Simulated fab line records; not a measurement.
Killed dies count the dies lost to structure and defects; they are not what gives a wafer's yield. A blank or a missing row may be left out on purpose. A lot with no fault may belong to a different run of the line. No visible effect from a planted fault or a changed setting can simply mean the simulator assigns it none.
Comparing a struck lot with a sound one | flow nand_harc | 15 steps out of a route of 1159
Sound: wafers L157.1, L157.3, L157.4. Wafers struck: L167.1, L167.2, L167.4. At the end, the cause is stated.
For every step that has rows: the tool of each side, followed by ch and its chambers, followed by its first start. Under that, the readings that differ: sound wafers | struck wafers | difference of the means | sigmas: that difference in standard deviations of wafers without a fault.
alike: readings with means less than 2 such deviations apart, plus words and numbers identical on both sides. not compared: withheld readings, readings lacking a value on some wafer, bounds such as >300 that could conceal the same value, and numbers that have no deviation in the record and whose values overlap.
Wherever a step has rows on one side only, a row that says differs or no value, or a row with sigmas, the two part there. Numbers that don't overlap but have no deviation are shown without sigmas and don't part them. A reading that every wafer of one side lacks parts them only if that side has two wafers or more.

NHARC_A_SGD_CUT_STRIP_17: strips in O2.
  sound on rie_diel-06 ch 0,2,3; struck on rie_diel-06 ch 0,2,3
  reading                | sound | struck   | difference | sigmas
  rf_hours_counter_h (h) | 8 8 7 | 16 16 14 | +8         |
  alike: drypump_motor_current_A, o2_flow_sccm, oes_product_au, rf_vpp_V, showerhead_plenum_p_Torr, throttle_valve_pct
then, 4 steps without rows for these wafers: NHARC_A_SGD_CUT_PRECLEAN_18 (cleans in SC1); NHARC_A_SGD_CUT_SRD_19; NHARC_A_SGD_CUT_DEP_20 (deposits SiO2, target thk 150 nm); NHARC_A_SGD_CUT_ANNEAL_27 (time 1800 s).
NHARC_A_SGD_CUT_CMP_21: polishes, target thk 148.19 nm.
  sound on cmp-03 ch 0,2,3, day 14 11:52; struck on cmp-01 ch 0,1,2, day 17 18:23
  alike: motor_current_A, time_to_endpoint_s
NHARC_A_SGD_CUT_THK_MEAS_22: measures by ellipsometry.
  sound on film_metro-01 at day 14 12:07; struck on film_metro-01 at day 17 18:39
  alike: thk_nm
then, 2 steps without rows for these wafers: NHARC_A_SGD_CUT_SRD_23; NHARC_A_SGD_CUT_ETCH_26 (etches SiO2 in dHF, target depth 45.8 nm).
NHARC_A_SGD_CUT_ETCHBACK_24: etches the open film in CH3F/O2, target depth 50 nm, time 92.857 s.
  sound on rie_diel-06 ch 0,1,3, day 14 12:28; struck on rie_diel-06 ch 1,2,3, day 17 18:53
  reading                | sound | struck   | difference | sigmas
  rf_hours_counter_h (h) | 9 8 8 | 15 17 16 | +8         |
  alike: drypump_motor_current_A, o2_flow_sccm, oes_product_au, rf_vpp_V, showerhead_plenum_p_Torr, throttle_valve_pct
NHARC_A_SGD_CUT_STRIP_28: strips in O2, time 20 s.
  sound on rie_diel-06 ch 0,2,3; struck on rie_diel-06 ch 0,1,2
  reading                | sound | struck   | difference | sigmas
  rf_hours_counter_h (h) | 9 8 9 | 15 15 17 | +7         |
  alike: drypump_motor_current_A, o2_flow_sccm, oes_product_au, rf_vpp_V, showerhead_plenum_p_Torr, throttle_valve_pct
NHARC_A_SGD_CUT_INSPECT_25:
  sound on defect_inspect-01 at day 14 12:42; struck on defect_inspect-02 at day 17 19:07
  alike: raw_defect_count
NHARC_A_SLIT_DEP_25: deposits SiO2, target thk 200 nm.
  sound on pecvd-01 ch 0,1,2, day 14 12:49; struck on pecvd-01 ch 1,2, day 17 19:11
  no value came back on the struck wafers for any of 5 readings (chamber_pressure_Torr (Torr), flow_sccm (sccm) and others); on the sound wafers chamber_pressure_Torr (Torr) reads 6.480 6.506 6.496
  not compared: since_wet_clean_h
NHARC_A_SLIT_DEP_00: deposits aC, target thk 3200 nm.
  sound on acl_dep-02 ch 0, day 14 13:06; struck on acl_dep-01 ch 0, day 17 19:32
  reading              | sound | struck               | difference                   | sigmas
  susceptor_temp_C (C) | - - - | 400.29 400.06 400.05 | no value on the sound wafers |
  alike: throttle_valve_pct
-- the record jumps here: 5 days lie between the struck wafers' starts before and after (it left off in module A_SLIT and takes up again in module END, whose first step shown is number 1159 of the route) --
NHARC_END_SORT_01:
  here the record holds rows for the struck wafers (prober-02 ch 0, day 23 01:21) but none for the sound ones

WHERE THEY PART
First at NHARC_A_SLIT_DEP_25; last, within this record, at NHARC_END_SORT_01.

WHY: the cause the simulator had injected
Whole step skipped at NHARC_A_SLIT_DEP_25 on pecvd-01, starting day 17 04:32. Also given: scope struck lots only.
